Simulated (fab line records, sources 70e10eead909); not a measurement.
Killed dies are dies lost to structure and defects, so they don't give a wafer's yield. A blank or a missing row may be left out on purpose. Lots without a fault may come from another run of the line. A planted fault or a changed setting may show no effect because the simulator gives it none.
Chamber matching | flow nand_harc | NHARC_A_ZERO_WELL_ETCH_19 on rie_diel-07: 4 sister chambers
The step etches the open film in N2/H2, target depth 80 nm, overetch 24 nm, time 87.88 s. 24 wafers are shown with their chamber, then 12 later ones without.

WAFERS WITH THEIR CHAMBER
wafer  | chamber | drypump_motor_current_A (A) | oes_product_au (a.u.) | rf_vpp_V (V)
L314.1 | 0       | 5.32                        | 0.998                 | 431.0
L314.2 | 1       | 5.16                        | 0.989                 | 433.7
L314.5 | 0       | 5.34                        | 1.003                 | 432.1
L315.2 | 2       | 5.33                        | 1.001                 | 434.1
L315.3 | 3       | 5.47                        | 1.016                 | 435.6
L315.5 | 0       | 5.32                        | 1.009                 | 433.4
L318.3 | 0       | 5.30                        | 1.004                 | 432.9
L318.5 | 0       | 5.33                        | 1.018                 | 433.7
L318.6 | 1       | 5.14                        | 0.983                 | 431.5
L317.2 | 0       | 5.31                        | 1.000                 | 434.5
L317.4 | 1       | 5.13                        | 0.993                 | 432.6
L317.6 | 2       | 5.34                        | 1.008                 | 434.8
L321.2 | 3       | 5.47                        | 1.024                 | 435.1
L321.4 | 1       | 5.15                        | 0.988                 | 432.6
L321.6 | 3       | 5.47                        | 1.022                 | 433.7
L323.3 | 1       | 5.15                        | 0.987                 | 430.3
L323.5 | 0       | 5.34                        | 1.021                 | 431.6
L323.6 | 3       | 5.47                        | 1.023                 | 435.3
L324.1 | 3       | 5.46                        | 1.023                 | 434.8
L324.5 | 1       | 5.14                        | 0.984                 | 431.5
L324.6 | 0       | 5.35                        | 1.007                 | 432.9
L325.1 | 0       | 5.36                        | 1.017                 | 431.8
L325.5 | 1       | 5.14                        | 0.987                 | 432.2
L325.6 | 2       | 5.31                        | 1.012                 | 435.5

SIGNATURES (means of the wafers above)
reading                 | chamber 0 | chamber 1 | chamber 2 | chamber 3 | scatter within a chamber
drypump_motor_current_A | 5.3300    | 5.1443    | 5.3267    | 5.4680    | 0.0143
oes_product_au          | 1.00856   | 0.98729   | 1.00700   | 1.02160   | 0.00601
rf_vpp_V                | 432.656   | 432.057   | 434.800   | 434.900   | 1
Rule: a wafer's distance from a chamber is the root of the sum, over the readings, of the square of ((its reading less the chamber's mean) divided by the reading's scatter). The wafer belongs to the nearest chamber; if the next one is less than 2 further off, it can't be placed. The scatter: the root of (the sum of the squares of (reading less its chamber's mean) over the shown wafers, divided by (wafers less chambers)).

WAFERS WITHOUT THEIR CHAMBER
wafer  | drypump_motor_current_A (A) | oes_product_au (a.u.) | rf_vpp_V (V)
L326.1 | 5.14                        | 0.995                 | 432.7
L326.3 | 5.33                        | 1.011                 | 433.5
L326.6 | 5.33                        | 1.012                 | 434.7
L329.2 | 5.34                        | 1.011                 | 433.4
L329.3 | 5.35                        | 1.020                 | 431.7
L329.4 | 5.13                        | 0.986                 | 431.8
L334.2 | 5.34                        | 1.001                 | 433.9
L334.3 | 5.35                        | 1.022                 | 431.7
L334.5 | 5.33                        | 1.023                 | 433.5
L335.1 | 5.47                        | 0.998                 | 435.1
L335.2 | 5.35                        | 1.019                 | 432.3
L335.3 | 5.33                        | 1.009                 | 434.0

WHICH CHAMBER EACH WENT THROUGH
wafer  | from the rows above     | in truth
L326.1 | 1                       | 1
L326.3 | can't be placed: 0 or 2 | 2
L326.6 | can't be placed: 2 or 0 | 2
L329.2 | can't be placed: 0 or 2 | 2
L329.3 | can't be placed: 0 or 2 | 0
L329.4 | 1                       | 1
L334.2 | can't be placed: 2 or 0 | 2
L334.3 | can't be placed: 0 or 2 | 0
L334.5 | can't be placed: 0 or 2 | 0
L335.1 | 3                       | 3
L335.2 | can't be placed: 0 or 2 | 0
L335.3 | can't be placed: 2 or 0 | 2
Placed correctly: 3 of 12. Can't be placed from these rows: 9 (the true chamber is among the candidates in 9). Placed wrongly: 0.
